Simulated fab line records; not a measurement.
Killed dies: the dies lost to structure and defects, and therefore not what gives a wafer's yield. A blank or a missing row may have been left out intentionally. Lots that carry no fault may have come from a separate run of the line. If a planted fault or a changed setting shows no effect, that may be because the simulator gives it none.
Struck lot and sound lot, side by side :: flow nand harc :: 15 out of 1302 route steps
Sound: wafers L998.1, L998.2, L998.4. Struck: wafer L991.2; the same lot's L991.4 was not struck, so it is left out; see the end for the cause.
Per side, at each step with rows, come the tool, then ch with its chambers, and then its first start. Under that, the readings that differ: sound wafers :: struck wafers :: difference of the means :: sigmas: that difference in standard deviations of wafers without a fault.
alike: same words and numbers on both sides, and readings whose means sit less than 2 such deviations apart. not compared: any withheld reading, any reading some wafer has no value for, any bound like >300 that may hide the same value, and any number with overlapping values for which the record gives no deviation.
A row with sigmas, a row that says differs or no value, or rows on one side alone: a step with any of these is where the two part. When numbers do not overlap yet have no deviation, they are printed without sigmas and do not part them. A reading missing from all wafers of one side parts the sides only when that side holds two or more wafers.

NHARC_P_GATE_DESCUM_13: chemistry O2, time 3 s.
  sound on rie diel-02 ch 0,1,3, day 11 12:07; struck on rie diel-02 ch 0, day 8 11:20
reading: rf hours counter h (h)
sound: 0.7 0.7 0.8
struck: 4.9
difference: +4.2
sigmas: 
  alike: drypump motor current A, mfc ar sccm, oes product au, rf vpp V, showerhead plenum p Torr, throttle valve pct
then, 6 steps without rows for these wafers: NHARC_P_GATE_ETCH_14 (etches SiO2 in dHF, target depth 48.8 nm); NHARC_P_GATE_STRIP_15 (strips in SPM, time 780 s); NHARC_P_GATE_PRECLEAN_71 (cleans in SC1); NHARC_P_GATE_SRD_72; NHARC_P_GATE_OXIDE_16 (material SiO2, target thk 3 nm, ox time 392 s); NHARC_P_GATE_CVD_17 (deposits poly-Si, target thk 150 nm, time 900 s).
NHARC_P_GATE_HM_DEP_102: deposits aC, target thk 120 nm.
  sound on acl dep-02 ch 0, day 12 00:55; struck on acl dep-03 ch 0, day 9 04:25
  alike: throttle valve pct
NHARC_P_GATE_DEP_103: deposits SiON, target thk 30 nm.
  sound on pecvd-03 ch 0,2, day 12 01:35; struck on pecvd-01 ch 0, day 9 05:00
  alike: heater power w, rf fwd power W
then, 3 steps without rows for these wafers: NHARC_P_GATE_DEHYDRATE_18 (time 120 s); NHARC_P_GATE_HMDS_19 (time 30 s); NHARC_P_GATE_COAT_20 (resist thk 90 nm).
NHARC_P_GATE_SOFTBAKE_21: time 55 s.
  sound on litho track-06 ch 0, day 12 01:00; struck on litho track-04 ch 0, day 9 05:00
reading: heater power total W (W)
sound: 188.47 188.73 188.49
struck: 323.13
difference: +134.57
sigmas: +99 or more
then, 2 steps without rows for these wafers: NHARC_P_GATE_EBR_22; NHARC_END_SORT_01.

WHERE THEY PART
At NHARC_P_GATE_SOFTBAKE_21 and nowhere else, as far as this record goes.

WHY: whatever the simulator had introduced
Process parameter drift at NHARC_P_GATE_SOFTBAKE_21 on litho track-04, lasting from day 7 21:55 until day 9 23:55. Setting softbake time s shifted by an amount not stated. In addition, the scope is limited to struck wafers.
